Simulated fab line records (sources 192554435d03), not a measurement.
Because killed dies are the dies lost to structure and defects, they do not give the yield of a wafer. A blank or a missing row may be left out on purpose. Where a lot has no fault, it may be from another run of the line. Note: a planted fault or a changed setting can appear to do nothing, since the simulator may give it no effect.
Lot-split experiment    flow n5_finfet    7 lots, 21 wafers read, on a route of 1938 steps

== THE SPLIT ITSELF ==
At N5_BEOL_M2_EXPOSE_08 (exposes mask M2), the setting dose_mj was moved away from the recipe's 41.25 on 8 of the 21 wafers read, by -4.4% to +7.2%. This setting was run at the recipe's value on the other wafers.

== FROM THE SPLIT TO THE READING: what the file shows between them, 2 steps ==
- N5_BEOL_M2_PEB_09: peb time 60 s
- N5_BEOL_M2_DEVELOP_10: develop time 30 s

== THE READING ==
At N5_BEOL_M2_CD_MEAS_11: cd_nm in nanometres, against a target cd of 16.79 nm. Typical for fault-free wafers on this fab line: 16.84 nm, with standard deviation 0.23 nm.

wafer   tool, chamber at the split  dose_mj as run  against the recipe  cd_nm, nm  against lot-mates on the recipe
L074.1  euv_scanner-01, 0           41.25           recipe              17.18      -
L074.2  euv_scanner-01, 0           41.25           recipe              16.83      -
L074.3  euv_scanner-01, 0           41.25           recipe              17.24      -
L076.1  euv_scanner-01, 0           41.25           recipe              16.85      -
L076.5  euv_scanner-01, 0           39.63           -3.9%               16.12      -0.73
L076.6  euv_scanner-01, 0           39.63           -3.9%               16.03      -0.82
L080.2  euv_scanner-02, 0           41.25           recipe              16.56      -
L080.4  euv_scanner-02, 0           44.2            +7.2%               18.70      +2.14
L080.5  euv_scanner-02, 0           44.2            +7.2%               18.27      +1.71
L090.2  euv_scanner-02, 0           41.25           recipe              16.74      -
L090.3  euv_scanner-02, 0           41.25           recipe              16.60      -
L090.4  euv_scanner-02, 0           41.25           recipe              17.11      -
L089.2  euv_scanner-02, 0           41.25           recipe              16.40      -
L089.4  euv_scanner-02, 0           41.25           recipe              16.64      -
L089.6  euv_scanner-02, 0           41.25           recipe              16.89      -
L092.1  euv_scanner-02, 0           41.25           recipe              16.85      -
L092.2  euv_scanner-02, 0           40.34           -2.2%               16.48      -0.46
L092.6  euv_scanner-02, 0           41.25           recipe              17.03      -
L093.2  euv_scanner-02, 0           39.44           -4.4%               15.48      no lot-mate on the recipe
L093.3  euv_scanner-02, 0           39.44           -4.4%               16.13      no lot-mate on the recipe
L093.6  euv_scanner-02, 0           39.44           -4.4%               15.99      no lot-mate on the recipe

FIT RESULTS
A straight line over all 21 wafers: cd_nm changes by +0.221 nm for each +1% of dose_mj; r = +0.94; the points scatter about the line by 0.24 nm.
The same after taking each lot's own level away (the mean of its wafers on the recipe; 18 wafers): +0.25 nm for each +1%; r = +0.97; scatter 0.19 nm.
That fit puts the effect of the largest move of dose_mj on the reading at 1.8 nm.
Across the lots, their own levels run from 16.560 to 17.083 nm, a range of 2.3 times the standard deviation given above.
So the lot-to-lot level changes the slope: the two fits differ.
Check: with one of the wafers moved furthest among these (+7.2%) left out of the fit, the line predicts +1.62 nm for it against its lot-mates. Against them it came out at +2.14 nm.

== OTHER SPLITS APPLIED TO THESE WAFERS ==
Note: prior to the reading, these wafers also went through further splits. Each is held against what the fit with the lots' levels taken away leaves over:
other split on the same wafers          wafers away from the commonest value  r with cd_nm (lot level and that fit taken away)
N5_HKMG_FIN_ETCH_55 bias_w              5                                     +0.24
N5_GATE_CUT_EXPOSE_10 dose_mj           8                                     +0.33
N5_GATE_CUT_ALD_22 ald_cycles           4                                     -0.32
N5_MOL_CONTACT_COAG_COAT_34 spin_rpm    5                                     -0.34
N5_MOL_CONTACT_COAG_ALD_133 ald_cycles  11                                    +0.23
N5_BEOL_M0_ETCH_109 bias_w              5                                     +0.04
N5_BEOL_M0_DEP_125 time_s               7                                     +0.19

== THE FILE'S OWN FIT ==
cd_nm changes by +0.249 nm for each +1% of dose_mj, r = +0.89.
